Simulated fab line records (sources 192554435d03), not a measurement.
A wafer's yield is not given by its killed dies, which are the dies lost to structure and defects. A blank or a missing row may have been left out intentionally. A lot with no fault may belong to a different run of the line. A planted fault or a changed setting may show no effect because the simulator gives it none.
Chamber matching | flow n5Finfet | rieDiel-05 running N5_FIN_CUT_DESCUM_13: 4 sister chambers
The step chemistry O2, time 7 s. 8 wafers are shown with their chamber, then 8 later ones without.

WAFERS WITH THEIR CHAMBER
wafer  | chamber | drypumpMotorCurrentA (A) | throttleValvePct (%)
L075.2 | 3       | 6.3                      | 20.64
L078.3 | 2       | 6.2                      | 20.69
L084.1 | 2       | 6.2                      | 20.70
L084.4 | 1       | 5.4                      | 20.15
L086.1 | 0       | 5.8                      | 20.30
L086.4 | 1       | 5.3                      | 20.18
L086.6 | 0       | 5.8                      | 20.29
L090.1 | 3       | 6.4                      | 20.68

WAFERS WITH NO CHAMBER GIVEN
wafer  | drypumpMotorCurrentA (A) | throttleValvePct (%)
L090.4 | 5.8                      | 20.29
L090.5 | 5.3                      | 20.17
L091.1 | 6.4                      | 20.70
L091.4 | 6.4                      | 20.67
L091.6 | 5.3                      | 20.18
L092.1 | 6.4                      | 20.68
L092.2 | 5.8                      | 20.30
L092.5 | 5.3                      | 20.20

WHICH CHAMBER EACH ONE RAN IN
wafer  | from the rows above     | in truth
L090.4 | 0                       | 0
L090.5 | 1                       | 1
L091.1 | can't be placed: 3 or 2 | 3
L091.4 | 3                       | 3
L091.6 | 1                       | 1
L092.1 | 3                       | 3
L092.2 | 0                       | 0
L092.5 | 1                       | 1
Correct placement for 7 of the 8. These rows do not allow placing 1 (true chamber among the candidates in 1). Wrongly placed: 0.
How it was worked out, from the rows above alone: a wafer's distance from a chamber is the root of the sum, over the readings, of the square of ((its reading less the chamber's mean) divided by the reading's scatter). If the next closest chamber is less than 2 further off than the closest, the wafer can't be placed; otherwise it belongs to the closest. A chamber's mean is the mean of its shown wafers. How the scatter is found: for the shown wafers, subtract from each reading the mean of its chamber, square and add these, divide the total by (wafers less chambers), then take the root.
